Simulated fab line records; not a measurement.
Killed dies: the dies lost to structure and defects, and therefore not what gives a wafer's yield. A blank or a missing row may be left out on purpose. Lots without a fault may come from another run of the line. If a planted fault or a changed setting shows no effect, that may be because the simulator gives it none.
Chamber matching / flow n5-finfet / pecvd-02 running N5_BEOL_M6_PECVD_70: 3 sister chambers
The step deposits SiO2 from TEOS/O2, target thk 20 nm, time 22.7 s. 6 wafers are shown with their chamber, then 11 later ones without.

WAFERS PAIRED WITH THEIR CHAMBERS
wafer=L081.4; chamber=0; showerhead-plenum-p-Torr (Torr)=8.70; heater-power-w (W)=723
wafer=L082.3; chamber=0; showerhead-plenum-p-Torr (Torr)=8.71; heater-power-w (W)=747
wafer=L086.2; chamber=2; showerhead-plenum-p-Torr (Torr)=8.78; heater-power-w (W)=933
wafer=L086.3; chamber=1; showerhead-plenum-p-Torr (Torr)=8.68; heater-power-w (W)=679
wafer=L086.6; chamber=1; showerhead-plenum-p-Torr (Torr)=8.67; heater-power-w (W)=703
wafer=L089.2; chamber=2; showerhead-plenum-p-Torr (Torr)=8.81; heater-power-w (W)=835

WAFERS MISSING THEIR CHAMBER
wafer=L089.4; showerhead-plenum-p-Torr (Torr)=8.68; heater-power-w (W)=676
wafer=L089.5; showerhead-plenum-p-Torr (Torr)=8.65; heater-power-w (W)=665
wafer=L091.1; showerhead-plenum-p-Torr (Torr)=8.68; heater-power-w (W)=793
wafer=L091.3; showerhead-plenum-p-Torr (Torr)=8.73; heater-power-w (W)=754
wafer=L091.4; showerhead-plenum-p-Torr (Torr)=8.68; heater-power-w (W)=810
wafer=L093.3; showerhead-plenum-p-Torr (Torr)=8.70; heater-power-w (W)=696
wafer=L093.5; showerhead-plenum-p-Torr (Torr)=8.77; heater-power-w (W)=993
wafer=L093.6; showerhead-plenum-p-Torr (Torr)=8.71; heater-power-w (W)=696
wafer=L097.1; showerhead-plenum-p-Torr (Torr)=8.72; heater-power-w (W)=652
wafer=L097.2; showerhead-plenum-p-Torr (Torr)=8.78; heater-power-w (W)=933
wafer=L097.6; showerhead-plenum-p-Torr (Torr)=8.68; heater-power-w (W)=718

CHAMBER TAKEN BY EACH
wafer=L089.4; from the rows above=can't be placed: 1 or 0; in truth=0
wafer=L089.5; from the rows above=1; in truth=1
wafer=L091.1; from the rows above=can't be placed: 0 or 1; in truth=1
wafer=L091.3; from the rows above=0; in truth=0
wafer=L091.4; from the rows above=can't be placed: 0 or 1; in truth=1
wafer=L093.3; from the rows above=can't be placed: 0 or 1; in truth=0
wafer=L093.5; from the rows above=2; in truth=2
wafer=L093.6; from the rows above=can't be placed: 0 or 1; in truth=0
wafer=L097.1; from the rows above=can't be placed: 0 or 1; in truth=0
wafer=L097.2; from the rows above=2; in truth=2
wafer=L097.6; from the rows above=can't be placed: 1 or 0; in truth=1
Correct placement for 4 of the 11. Not placeable from these rows: 7 (in 7, the candidates include the true chamber). 0 placed wrongly.
How it was worked out, from the rows above alone: a wafer's distance from a chamber is the root of the sum, over the readings, of the square of ((its reading less the chamber's mean) divided by the reading's scatter). The wafer belongs to the nearest chamber; if the next one is less than 2 further off, it can't be placed. Each chamber's mean is taken over the wafers shown for it. The scatter: the root of (the sum of the squares of (reading less its chamber's mean) over the shown wafers, divided by (wafers less chambers)).
